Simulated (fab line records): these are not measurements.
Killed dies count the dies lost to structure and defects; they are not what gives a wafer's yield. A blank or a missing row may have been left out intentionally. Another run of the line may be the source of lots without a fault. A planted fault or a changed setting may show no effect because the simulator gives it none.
Chamber matching + flow nand harc + NHARC_P_GATE_DESCUM_31 on rie diel-02 has 4 sister chambers
The step chemistry O2, time 3 s. 18 wafers are shown with their chamber, then 9 later ones without.

== WAFERS WITH THEIR CHAMBER ==
| wafer  | chamber | drypump motor current A (A) | showerhead plenum p Torr (Torr) | oes product au (a.u.) |
|--------|---------|-----------------------------|---------------------------------|-----------------------|
| L075.1 | 0       | 6.0                         | 1.91                            | 1.007                 |
| L075.4 | 2       | 5.2                         | 1.79                            | 1.014                 |
| L075.5 | 3       | 5.4                         | 1.94                            | 0.998                 |
| L078.3 | 3       | 5.4                         | 1.94                            | 0.982                 |
| L078.4 | 2       | 5.2                         | 1.79                            | 1.010                 |
| L078.6 | 2       | 5.2                         | 1.79                            | 1.003                 |
| L080.3 | 2       | 5.2                         | 1.79                            | 0.999                 |
| L080.4 | 1       | 5.5                         | 1.96                            | 0.991                 |
| L080.5 | 2       | 5.2                         | 1.79                            | 1.001                 |
| L084.2 | 2       | 5.2                         | 1.79                            | 1.015                 |
| L084.3 | 3       | 5.4                         | 1.93                            | 0.993                 |
| L084.6 | 2       | 5.2                         | 1.79                            | 1.008                 |
| L084.1 | 0       | 6.0                         | 1.90                            | 0.998                 |
| L084.4 | 1       | 5.5                         | 1.96                            | 0.992                 |
| L084.5 | 3       | 5.4                         | 1.93                            | 0.989                 |
| L086.1 | 0       | 5.9                         | 1.90                            | 1.001                 |
| L086.2 | 2       | 5.2                         | 1.78                            | 1.017                 |
| L086.4 | 1       | 5.5                         | 1.96                            | 1.020                 |

SIGNATURES, as means of the wafers listed above
| reading                  | chamber 0 | chamber 1 | chamber 2 | chamber 3 | scatter within a chamber |
|--------------------------|-----------|-----------|-----------|-----------|--------------------------|
| drypump motor current A  | 5.967     | 5.500     | 5.200     | 5.400     | 0.0218                   |
| showerhead plenum p Torr | 1.9033    | 1.9600    | 1.7888    | 1.9350    | 0.00426                  |
| oes product au           | 1.00200   | 1.00100   | 1.00838   | 0.99050   | 0.00864                  |
Rule: a wafer lies at a distance from a chamber equal to the root of the sum of squares, over the readings, of (its reading less the chamber's mean, divided by the reading's scatter). The wafer belongs to the nearest chamber; if the next one is less than 2 further off, it can't be placed. The scatter: the root of (the sum of the squares of (reading less its chamber's mean) over the shown wafers, divided by (wafers less chambers)).

== WAFERS WHOSE CHAMBER IS MISSING ==
| wafer  | drypump motor current A (A) | showerhead plenum p Torr (Torr) | oes product au (a.u.) |
|--------|-----------------------------|---------------------------------|-----------------------|
| L088.2 | 6.0                         | 1.90                            | 1.004                 |
| L088.4 | 5.4                         | 1.93                            | 0.997                 |
| L088.5 | 5.2                         | 1.78                            | 1.006                 |
| L091.2 | 5.4                         | 1.93                            | 0.994                 |
| L091.3 | 5.5                         | 1.96                            | 1.011                 |
| L091.4 | 5.2                         | 1.78                            | 1.001                 |
| L094.2 | 5.9                         | 1.90                            | 0.998                 |
| L094.3 | 5.4                         | 1.93                            | 0.995                 |
| L094.4 | 5.2                         | 1.78                            | 0.995                 |

== THE CHAMBER EACH PASSED THROUGH ==
| wafer  | from the rows above | in truth |
|--------|---------------------|----------|
| L088.2 | 0                   | 0        |
| L088.4 | 3                   | 3        |
| L088.5 | 2                   | 2        |
| L091.2 | 3                   | 3        |
| L091.3 | 1                   | 1        |
| L091.4 | 2                   | 2        |
| L094.2 | 0                   | 0        |
| L094.3 | 3                   | 3        |
| L094.4 | 2                   | 2        |
Placed correctly: 9 of 9. Can't be placed from these rows: 0. Number placed wrongly: 0.
